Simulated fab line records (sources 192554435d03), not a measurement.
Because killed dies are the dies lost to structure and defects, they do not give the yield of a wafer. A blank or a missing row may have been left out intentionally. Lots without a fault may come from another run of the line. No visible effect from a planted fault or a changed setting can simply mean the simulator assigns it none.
Split-lot experiment | flow n5_finfet | on a route of 1938 steps: 7 lots, 39 wafers read

== ABOUT THE SPLIT ==
At N5_BEOL_M8_ILD_DEP_00 (deposits SiCOH lowk from DEMS/porogen, target thk 179.75 nm, time 33.4 s), the setting time_s was moved away from the recipe's 33.4 s on 18 of the 39 wafers read, by -47.5% to +40.1%. The other wafers ran this setting at the recipe's value.

== SPLIT TO READING: what lies between them in the file, 1 step ==
- N5_BEOL_M8_CURE_74: cures SiCOH lowk, time 240 s

== THE READING ==
M8_ILD_THK (nm), taken at N5_BEOL_M8_THK_MEAS_01. Typical for fault-free wafers on this fab line: 154.7 nm, with standard deviation 1.8 nm.

wafer  | tool, chamber at the split | time_s as run, s | against the recipe | M8_ILD_THK, nm | against lot-mates on the recipe
L075.1 | pecvd-03, 2                | 33.4             | recipe             | 154.1          | -
L075.2 | pecvd-03, 1                | 33.4             | recipe             | 153.3          | -
L075.3 | pecvd-03, 0                | 38.75            | +16.0%             | 177.4          | +22.9
L075.4 | pecvd-03, 1                | 38.75            | +16.0%             | 179.3          | +24.8
L075.5 | pecvd-03, 2                | 33.4             | recipe             | 156.0          | -
L075.6 | pecvd-03, 0                | 38.75            | +16.0%             | 181.9          | +27.4
L078.1 | pecvd-02, 2                | 33.4             | recipe             | 153.9          | -
L078.2 | pecvd-02, 0                | 33.4             | recipe             | 152.1          | -
L078.3 | pecvd-02, 1                | 27.57            | -17.5%             | 127.8          | -26.6
L078.4 | pecvd-02, 0                | 27.57            | -17.5%             | 126.6          | -27.8
L078.5 | pecvd-02, 2                | 27.57            | -17.5%             | 131.2          | -23.2
L078.6 | pecvd-02, 1                | 33.4             | recipe             | 157.3          | -
L083.1 | pecvd-04, 1                | 33.4             | recipe             | 154.2          | -
L083.2 | pecvd-04, 2                | 46.79            | +40.1%             | 214.0          | +58.4
L083.3 | pecvd-04, 0                | 33.4             | recipe             | 155.4          | -
L083.4 | pecvd-04, 1                | 33.4             | recipe             | 157.1          | -
L083.5 | pecvd-04, 0                | 46.79            | +40.1%             | 217.8          | +62.2
L083.6 | pecvd-04, 2                | 46.79            | +40.1%             | 217.1          | +61.5
L084.1 | pecvd-03, 2                | 33.4             | recipe             | 151.9          | -
L084.2 | pecvd-03, 0                | 33.4             | recipe             | 151.2          | -
L084.3 | pecvd-03, 1                | 17.55            | -47.5%             | 80.1           | -72.6
L084.4 | pecvd-03, 2,0              | 17.55            | -47.5%             | 82.5           | -70.2
L084.5 | pecvd-03, 2,0              | 17.55            | -47.5%             | 82.5           | -70.2
L084.6 | pecvd-03, 1                | 33.4             | recipe             | 155.0          | -
L092.1 | pecvd-04, 1                | 19.84            | -40.6%             | 91.8           | -64.8
L092.2 | pecvd-04, 2                | 19.84            | -40.6%             | 93.5           | -63.1
L092.3 | pecvd-04, 0                | 19.84            | -40.6%             | 91.6           | -65.0
L092.4 | pecvd-04, 2                | 33.4             | recipe             | 156.6          | -
L092.5 | pecvd-04, 0                | 33.4             | recipe             | 157.3          | -
L092.6 | pecvd-04, 1                | 33.4             | recipe             | 156.0          | -
L094.4 | pecvd-02, 2                | 33.4             | recipe             | 154.8          | -
L094.5 | pecvd-02, 0                | 33.4             | recipe             | 155.7          | -
L094.6 | pecvd-02, 1                | 33.4             | recipe             | 156.6          | -
L097.1 | pecvd-04, 2                | 25.64            | -23.2%             | 118.5          | -38.2
L097.2 | pecvd-04, 1                | 25.64            | -23.2%             | 119.3          | -37.4
L097.3 | pecvd-04, 0                | 25.64            | -23.2%             | 118.1          | -38.6
L097.4 | pecvd-04, 0,2              | 33.4             | recipe             | 156.3          | -
L097.5 | pecvd-04, 0,2              | 33.4             | recipe             | 156.2          | -
L097.6 | pecvd-04, 1                | 33.4             | recipe             | 157.6          | -
Rows listing several chambers each stand for several wafers; the file does not say which wafer went through which chamber.

FIT RESULTS
A straight line over all 39 wafers: M8_ILD_THK changes by +1.54 nm for each +1% of time_s; r = +1.00; the points scatter about the line by 1.7 nm.
The same after taking each lot's own level away (the mean of its wafers on the recipe; 39 wafers): +1.53 nm for each +1%; r = +1.00; scatter 1.8 nm.
The reading moves by 73 nm for the largest change in time_s, on that fit.
From 152.70 to 156.70 nm: that is the span of the lots' own levels, equal to 2.2 times the standard deviation above.
The two slopes agree, so the slope changes little with the lot-to-lot level.
Check: for one of the wafers moved furthest among these (-47.5%), held out of the fit, the line's prediction against its lot-mates is -73 nm. It came out at -72.6 nm against them.

== THESE WAFERS: OTHER SPLITS ==
These wafers also went through other splits before the reading. Each is held against what the fit with the lots' levels taken away leaves over:
other split on the same wafers               | wafers away from the commonest value | r with M8_ILD_THK (lot level and that fit taken away)
N5_FIN_SAQP_DEVELOP_15 develop_time_s        | 15                                   | +0.38
N5_STI_FIN_REVEAL_ETCHBACK_08 target_depth_a | 18                                   | +0.11
N5_SD_EPI_P_EPI_21 time_s                    | 15                                   | +0.14
N5_BEOL_M0_CUTY_DESCUM_61 time_s             | 12                                   | +0.12

== THE WHOLE CHAIN: every reading that the file lists as answering this split, in the file's order ==
step                   | what it does                                                             | reading                                                                                  | change (the file's fit)              | r (the file's)
N5_BEOL_M8_ILD_DEP_00  | deposits SiCOH lowk from DEMS/porogen, target thk 179.75 nm, time 33.4 s | SiCOH_lowk_of_BEOL_M8_ILD_DEP_00.thk_nm (the simulator's own value, which no gauge read) | +1.77 nm for each +1% of the setting | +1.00
N5_BEOL_M8_CURE_74     | cures SiCOH lowk, time 240 s                                             | SiCOH_lowk_of_BEOL_M8_ILD_DEP_00.thk_nm (the simulator's own value, which no gauge read) | +1.54 nm for each +1% of the setting | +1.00
N5_BEOL_M8_THK_MEAS_01 |                                                                          | M8_ILD_THK                                                                               | +1.54 for each +1% of the setting    | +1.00

== FILE'S OWN FIT ==
M8_ILD_THK changes by +1.54 nm for each +1% of time_s, r = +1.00.
